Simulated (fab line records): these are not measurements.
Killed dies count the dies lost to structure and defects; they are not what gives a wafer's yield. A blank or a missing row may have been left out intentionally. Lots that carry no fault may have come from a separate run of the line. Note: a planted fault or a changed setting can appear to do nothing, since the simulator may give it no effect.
Chamber matching | flow n5Finfet | 4 sister chambers for N5_BEOL_M10_DESCUM_33 on rieDiel-04
The step chemistry O2, time 7.9 s. 20 wafers are shown with their chamber, then 10 later ones without.

== WAFERS PAIRED WITH THEIR CHAMBERS ==
wafer  | chamber | drypumpMotorCurrentA (A) | showerheadPlenumPTorr (Torr) | throttleValvePct (%)
L077.1 | 1       | 5.1                      | 2.14                         | 20.83
L077.2 | 0       | 5.9                      | 2.05                         | 20.16
L077.6 | 3       | 5.4                      | 2.07                         | 20.42
L078.1 | 0       | 5.9                      | 2.05                         | 20.16
L078.4 | 0       | 5.9                      | 2.05                         | 20.15
L078.6 | 1       | 5.1                      | 2.14                         | 20.83
L080.1 | 0       | 6.0                      | 2.04                         | 20.18
L080.5 | 2       | 4.8                      | 2.15                         | 20.47
L080.6 | 0       | 5.9                      | 2.04                         | 20.18
L081.1 | 0       | 5.9                      | 2.04                         | 20.19
L081.5 | 1       | 5.1                      | 2.14                         | 20.55
L081.6 | 0       | 5.9                      | 2.04                         | 20.18
L087.1 | 0       | 5.9                      | 2.04                         | 20.21
L087.2 | 1       | 5.1                      | 2.14                         | 20.59
L087.3 | 2       | 4.8                      | 2.14                         | 20.50
L090.1 | 3       | 5.4                      | 2.06                         | 20.43
L090.2 | 2       | 4.8                      | 2.14                         | 20.49
L090.3 | 0       | 5.9                      | 2.03                         | 20.21
L090.4 | 1       | 5.1                      | 2.13                         | 20.59
L090.5 | 0       | 5.9                      | 2.03                         | 20.22

SIGNATURES, as means of the wafers listed above
reading               | chamber 0 | chamber 1 | chamber 2 | chamber 3 | scatter within a chamber
drypumpMotorCurrentA  | 5.910     | 5.100     | 4.800     | 5.400     | 0.0237
showerheadPlenumPTorr | 2.0410    | 2.1380    | 2.1433    | 2.0650    | 0.00655
throttleValvePct      | 20.1840   | 20.6780   | 20.4867   | 20.4250   | 0.0723
Rule: distance of a wafer from a chamber = root of the sum over the readings of ((wafer's reading minus chamber's mean) / reading's scatter) squared. If the next closest chamber is less than 2 further off than the closest, the wafer can't be placed; otherwise it belongs to the closest. The scatter: take each reading less its chamber's mean, square it, sum over the shown wafers, divide by the number of wafers less the number of chambers, and take the root.

== WAFERS MISSING THEIR CHAMBER ==
wafer  | drypumpMotorCurrentA (A) | showerheadPlenumPTorr (Torr) | throttleValvePct (%)
L090.6 | 5.4                      | 2.06                         | 20.45
L094.1 | 5.1                      | 2.13                         | 20.60
L094.2 | 4.8                      | 2.14                         | 20.52
L094.3 | 5.9                      | 2.03                         | 20.23
L094.4 | 5.4                      | 2.06                         | 20.47
L094.5 | 5.4                      | 2.06                         | 20.46
L094.6 | 4.8                      | 2.14                         | 20.53
L093.1 | 5.4                      | 2.06                         | 20.46
L093.2 | 5.1                      | 2.13                         | 20.61
L093.3 | 4.8                      | 2.14                         | 20.52

== WHICH CHAMBER EACH ONE RAN IN ==
wafer  | from the rows above | in truth
L090.6 | 3                   | 3
L094.1 | 1                   | 1
L094.2 | 2                   | 2
L094.3 | 0                   | 0
L094.4 | 3                   | 3
L094.5 | 3                   | 3
L094.6 | 2                   | 2
L093.1 | 3                   | 3
L093.2 | 1                   | 1
L093.3 | 2                   | 2
10 of 10 placed correctly. Not placeable from these rows: 0. Placed wrongly: 0.
